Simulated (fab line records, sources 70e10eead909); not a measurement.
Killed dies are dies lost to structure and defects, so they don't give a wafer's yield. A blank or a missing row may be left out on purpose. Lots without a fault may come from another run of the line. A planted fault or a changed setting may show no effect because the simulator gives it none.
fab line records | flow nand_harc
record lots=5 wafers=15 last_day=33
route steps=1302 shown P_GATE@185 END@1302
lots that met no fault: from a run of the same line without faults
start_h: hours from the record's first day to the start of the lot's first wafer shown | wait_h: hours since the lot's step before | " the same as in the row above | L1.1+2: a row that stands for several wafers | - no value, or no start given | * or withheld: withheld | < > ~ a bound
route shown NAME@n: a module of which the file shows steps, and the number in the route of the first | usual: mean/standard deviation of fault-free wafers | same: alike in all rows | chamber/n: place in a boat | sites: the reading at each site | _std_site: their standard deviation | _edge_site: outer sites' mean less inner sites' | radius_mm: how far each site lies from the wafer's centre | mask NAME#n: copy n | behind: the tool/chamber that last shaped the wafer | hold: why the lot was held/for how many hours/how that ended | device: the transistor (n, p or np) that didn't switch | end of line: the same wafers' tests at the end of the route | a step without rows: its recipe alone | killed: dies lost to structure and defects at the first sort, not the wafer's yield | map: a wafer's dies, x killed, . not, _ none there
set.NAME: the setting as run; set.NAME@STEP: as run at that earlier step | model.NAME: the simulator's own value behind a step, which no gauge read
lots at some steps of the route; a table a step, a row a wafer
services: from which hour (start_h, from the record's first day; less than 0 if before it) a tool's chamber was out of use, for how many hours, and why
## steps
# step NHARC_P_GATE_CD_MEAS_59
# recipe target_cd_nm=720 landing_energy_ev=500
# usual cd_nm=719.2/2.1
# same landing_energy_ev=500
# columns lot.wafer tool chamber start_h wait_h cd_nm
L404.1 cd_sem-02 0 128.24 - 723.0
L404.3 " 0 " " 721.5
L404.4 " 0 " " 719.2
L409.3 cd_sem-02 0 179.55 - 718.4
L409.4 " 0 " " 721.0
L409.6 " 0 " " 719.9
L411.2 cd_sem-01 0 195.52 - 721.2
L411.4 " 0 " " 719.2
L411.6 " 0 " " 720.4
L415.1 cd_sem-03 0 243.30 - 720.9
L415.3 " 0 " " 721.0
L415.6 " 0 " " 719.0
L424.2 cd_sem-02 0 337.34 - 721.3
L424.3 " 0 " " 716.3
L424.4 " 0 " " 717.7
# step NHARC_P_GATE_HARDBAKE_60
# recipe temp_c=125 time_s=80
# step NHARC_P_GATE_DESCUM_61
# recipe time_s=3 o2_flow_sccm=200 ar_flow_sccm=0 bias_power_w=0 chemistry=O2
# usual drypump_motor_current_A=5.8/0.55 oes_product_au=1.002/0.012 rf_vpp_V=57.9/0.86 showerhead_plenum_p_Torr=1.95/0.086 throttle_valve_pct=11.312/0.0087
# same time_s=3
# columns lot.wafer tool chamber start_h wait_h drypump_motor_current_A oes_product_au rf_hours_counter_h rf_vpp_V showerhead_plenum_p_Torr throttle_valve_pct
L404.3 rie_diel-10 0 128.42 - 5.8 1.001 3.2 57.4 2.00 11.303
L404.1 " 1 " " 5.3 1.008 3.6 58.5 1.92 11.296
L404.4 " 2 " " 5.6 0.995 3.2 57.6 1.92 11.319
L409.4 rie_diel-10 0 179.71 - 5.8 1.002 6.8 57.1 2.00 11.313
L409.3 " 3 " " 5.6 1.014 7.8 57.0 2.07 11.324
L409.6 " 1 " " 5.3 1.005 - 56.3 1.92 11.307
L411.2 rie_diel-09 3 195.71 - 5.9 1.017 3.1 58.1 2.03 11.314
L411.6 " 0 " " 6.4 0.996 - 60.0 1.97 11.323
L411.4 " 2 " " 6.2 0.990 - 56.7 2.02 11.304
L415.3 rie_diel-04 1 243.46 - 5.8 1.023 3.3 57.5 1.92 11.320
L415.1 " 3 " " 4.8 0.994 4.2 58.1 2.05 11.308
L415.6 " 2 " " 6.3 1.009 - 58.7 1.83 11.310
L424.3 rie_diel-04 3 337.51 - 4.8 1.003 9.0 58.5 2.05 11.326
L424.4 " 0 " " 6.8 1.012 7.3 56.7 1.81 11.333
L424.2 " 1 " " 5.7 1.023 8.5 56.3 1.92 11.314
# step NHARC_P_GATE_IMPLANT_62
# recipe energy_kev=20 dose_cm2=3e+15 tilt_deg=7
# step NHARC_P_GATE_STRIP_112
# recipe power_w=1500 temp_c=110 time_s=200 chemistry=N2/H2
# usual drypump_motor_current_A=5.8/0.75 heater_power_w=96/7.5
# same time_s=200
# columns lot.wafer tool chamber start_h wait_h drypump_motor_current_A heater_power_w rf_hours_counter_h
L404.1 plasma_asher-01 1 128.82 0.2 6.3 107 27
L404.4 " 0 " " 5.4 99 -
L404.3 " 1 " " 6.3 102 -
L409.4 plasma_asher-01 0 180.16 0.2 5.4 104 -
L409.3 " 1 " " 6.3 103 -
L409.6 " 1 " " 6.3 102 -
L411.2 plasma_asher-02 0 196.11 0.2 4.7 91 24
L411.4 " 0 " " 4.7 93 -
L411.6 " 0 " " 4.7 92 -
L415.1 plasma_asher-02 1 243.83 0.2 6.6 84 32
L415.3 " 1 " " 6.6 85 -
L415.6 " 1 " " 6.6 85 -
L424.2 plasma_asher-01 0 337.91 0.2 5.3 100 34
L424.4 " 1 " " 6.3 104 -
L424.3 " 0 " " 5.3 101 -
# step NHARC_P_GATE_STRIP_76
# recipe power_w=1500 temp_c=250 chemistry=O2
# usual drypump_motor_current_A=5.8/0.75 heater_power_w=359/28
# columns lot.wafer tool chamber start_h wait_h drypump_motor_current_A heater_power_w rf_hours_counter_h
L404.1 plasma_asher-01 1 129.05 0.2 6.3 395 27
L404.4 " 0 " " 5.4 385 -
L404.3 " 1 " " 6.3 386 -
L409.4 plasma_asher-01 0 180.36 0.2 5.4 378 -
L409.3 " 1 " " 6.3 391 -
L409.6 " 1 " " 6.3 381 -
L411.2 plasma_asher-02 0 196.34 0.2 4.7 341 25
L411.4 " 0 " " 4.7 332 -
L411.6 " 0 " " 4.7 337 -
L415.1 plasma_asher-02 1 244.09 0.2 6.6 323 32
L415.3 " 1 " " 6.6 318 -
L415.6 " 1 " " 6.6 319 -
L424.2 plasma_asher-01 0 338.14 0.2 5.3 374 34
L424.4 " 1 " " 6.3 378 -
L424.3 " 0 " " 5.4 368 -
# step NHARC_P_GATE_STRIP_63
# recipe time_s=900 temp_c=130 chemistry=SPM
# step NHARC_P_GATE_DEHYDRATE_83
# recipe temp_c=150 time_s=120
# step NHARC_P_GATE_HMDS_84
# recipe time_s=30
# step NHARC_P_GATE_COAT_85
# recipe spin_rpm=3000
# step NHARC_P_GATE_SOFTBAKE_86
# recipe temp_c=122 time_s=95
# step NHARC_P_GATE_EBR_87
# step NHARC_P_GATE_EXPOSE_88
# recipe na=0.6 target_cd_nm=2000 dose_mj=11.87 mask_id=P_HVN
# columns lot.wafer tool chamber start_h wait_h mask
L404.1+3+4 krf_scanner-03 0 129.80 - P_HVN#0
L409.3+4+6 krf_scanner-01 0 181.11 - P_HVN#0
L411.2+4+6 krf_scanner-01 0 197.09 - P_HVN_R1#0
L415.1+3+6 krf_scanner-03 0 244.72 - P_HVN#0
L424.2+3+4 krf_scanner-03 0 338.78 - P_HVN#0
# step NHARC_P_GATE_PEB_89
# recipe peb_temp_c=118 peb_time_s=85
# step NHARC_P_GATE_DEVELOP_90
# recipe time_s=70
# step NHARC_P_GATE_CD_MEAS_91
# recipe target_cd_nm=2000 landing_energy_ev=500
# usual cd_nm=1999.8/1.9
# same landing_energy_ev=500
# columns lot.wafer tool chamber start_h wait_h cd_nm
L404.1 cd_sem-02 0 129.96 - 1999.9
L404.3 " 0 " " 2000.1
L404.4 " 0 " " 1995.1
L409.3 cd_sem-02 0 181.26 - 1998.1
L409.4 " 0 " " 1999.3
L409.6 " 0 " " 2001.1
L411.2 cd_sem-03 0 197.25 - 1953.8
L411.4 " 0 " " 1955.6
L411.6 " 0 " " 1954.7
L415.1 cd_sem-01 0 244.89 - 2001.7
L415.3 " 0 " " 2003.0
L415.6 " 0 " " 1999.1
L424.2 cd_sem-02 0 338.93 - 2001.9
L424.3 " 0 " " 1999.8
L424.4 " 0 " " 2003.5
# step NHARC_P_GATE_HARDBAKE_92
# recipe temp_c=125 time_s=80
# step NHARC_P_GATE_DESCUM_93
# recipe time_s=3 o2_flow_sccm=200 ar_flow_sccm=0 bias_power_w=0 chemistry=O2
# usual drypump_motor_current_A=5.8/0.57 oes_product_au=1.003/0.012 rf_vpp_V=58.0/0.89 showerhead_plenum_p_Torr=1.95/0.085 throttle_valve_pct=11.312/0.0092
# same time_s=3
# columns lot.wafer tool chamber start_h wait_h drypump_motor_current_A oes_product_au rf_hours_counter_h rf_vpp_V showerhead_plenum_p_Torr throttle_valve_pct model.P_GATE.cd_nm
L404.1 rie_diel-09 2 130.12 - 6.2 0.995 11.7 56.9 2.02 11.310 2000
L404.4 " 0 " " 6.4 1.009 8.1 58.0 1.97 11.316 1995
L404.3 " 1 " " 5.2 1.007 11.0 57.7 1.98 11.319 2001
L409.3 rie_diel-10 0 181.43 - 5.8 1.004 6.8 57.8 2.00 11.311 1998
L409.4 " 1 " " 5.4 1.005 6.2 58.5 1.92 11.299 1999
L409.6 " 0 " " 5.8 0.995 - 58.6 2.00 11.312 2001
L411.4 rie_diel-04 2 197.40 - 6.2 1.019 1.1 58.3 1.83 11.298 1956
L411.2 " 1 " " 5.8 1.014 1.1 59.1 1.92 11.316 1954
L411.6 " 2 " " 6.3 1.010 - 57.0 1.83 11.324 1955
L415.3 rie_diel-04 1 245.05 - 5.8 1.024 3.3 58.9 1.92 11.322 2002
L415.1 " 2 " " 6.2 0.997 4.1 58.4 1.83 11.317 2001
L415.6 " 2 " " 6.2 1.006 - 57.7 1.83 11.317 1999
L424.4 rie_diel-10 0 339.09 - 5.8 0.973 1.8 57.6 2.00 11.306 2003
L424.3 " 2 " " 5.6 0.994 3.3 58.0 1.92 11.313 2000
L424.2 " 3 " " 5.6 1.005 3.4 57.9 2.06 11.306 2002
# step NHARC_P_GATE_IMPLANT_94
# recipe energy_kev=60 dose_cm2=2e+15 tilt_deg=7
# step NHARC_END_SORT_01
# recipe temp_c=25
# usual killed_at_array=62/20 killed_at_other=0.8/1.1 killed_at_periphery=3.5/2.4 killed_dies=66/21 killed_open=3.5/1.9 killed_short=2.5/1.7
# same gross_dies=677
# columns lot.wafer tool chamber start_h wait_h killed_at_array killed_at_other killed_at_periphery killed_dies killed_open killed_short
L411.2 prober-02 0 644.50 2.8 85 0 3 88 2 0
L411.4 prober-02 0 646.11 3.4 70 1 1 72 4 1
L411.6 prober-02 0 647.72 4.0 80 1 0 81 2 0
# killed by level:class
L411.2 A_CHANNEL_HOLE_D2:chamber_film_flake=38 A_SLIT:chamber_film_flake=32 A_STAIRCASE:chamber_film_flake=6 A_CONTACT:chamber_film_flake=4 A_CHANNEL_HOLE_D1:chamber_film_flake=3 P_CONTACT:geometric_particle:open=1 A_ONON_D1:geometric_particle:open=1 P_STI:chamber_film_flake=1
L411.4 A_SLIT:chamber_film_flake=32 A_CHANNEL_HOLE_D2:chamber_film_flake=25 A_CONTACT:chamber_film_flake=3 A_CHANNEL_HOLE_D1:chamber_film_flake=2 A_WL_FILL:chamber_film_flake=2 P_M1:geometric_particle:open=1 A_DECK1_JOINT:geometric_particle:open=1 A_CHANNEL_HOLE_D2:geometric_particle:open=1
L411.6 A_SLIT:chamber_film_flake=40 A_CHANNEL_HOLE_D2:chamber_film_flake=29 A_CHANNEL_HOLE_D1:chamber_film_flake=6 A_WL_FILL:chamber_film_flake=2 A_CHANNEL_FILL_D2:geometric_particle:open=1 A_M0:geometric_particle:open=1 A_CHANNEL_FILL_D1:chamber_film_flake=1 THIN_TSV:chamber_film_flake=1
## services
# columns tool chamber start_h hours kind
krf_scanner-03 - 111.30 2.8 repair
rie_diel-09 - 143.10 9.0 pm
plasma_asher-01 - 165.20 9.0 pm
plasma_asher-01 0 165.20 9.0 vent_cycle
rie_diel-04 - 177.90 9.0 pm
krf_scanner-03 - 182.59 1.5 repair
krf_scanner-01 - 183.40 4.0 pm
rie_diel-04 - 187.54 0.6 repair
rie_diel-10 0 189.62 12.9 repair
rie_diel-09 1 190.97 8.8 repair
krf_scanner-03 - 224.00 4.0 pm
rie_diel-09 0 236.91 5.7 repair
rie_diel-10 - 242.52 9.0 pm
plasma_asher-02 - 247.96 0.6 repair
plasma_asher-02 - 254.47 9.0 pm
rie_diel-10 - 269.23 0.3 repair
rie_diel-04 2 278.73 2.1 repair
rie_diel-09 2 280.90 45.9 repair
rie_diel-09 3 288.76 1.9 repair
rie_diel-10 1 292.72 13.1 repair
plasma_asher-02 - 296.57 0.4 repair
rie_diel-04 0 300.01 7.7 repair
rie_diel-09 0 311.22 8.4 repair
rie_diel-09 - 320.10 9.0 pm
## key
first_sign step=NHARC_P_GATE_EXPOSE_88 reading=mask direction=changed
effect step=NHARC_P_GATE_CD_MEAS_91 reading=cd_nm direction=down sigmas=23 usual=1999.8 struck=1954.7
model_effect step=NHARC_P_GATE_DESCUM_93 value=P_GATE.cd_nm without=2001 struck=1955
met_at NHARC_P_GATE_EXPOSE_88
struck_wafers L411.2,L411.4,L411.6
tester_left_out L411
onset_between 181.11 197.09
fault kind=wrong_mask tool=any chamber=- onset_h=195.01 steps=NHARC_P_GATE_EXPOSE_88 aux_copy=P_HVN_R1#0 cd_offset_nm=-45.889 scope=struck_lots_only
# tester_left_out: of these lots the tester's yield and bins aren't shown, on N5 and GAA mostly nor the transistor test; their killed dies are dies lost to structure and defects alone, not to doping, threshold or leakage, so they don't give the yield
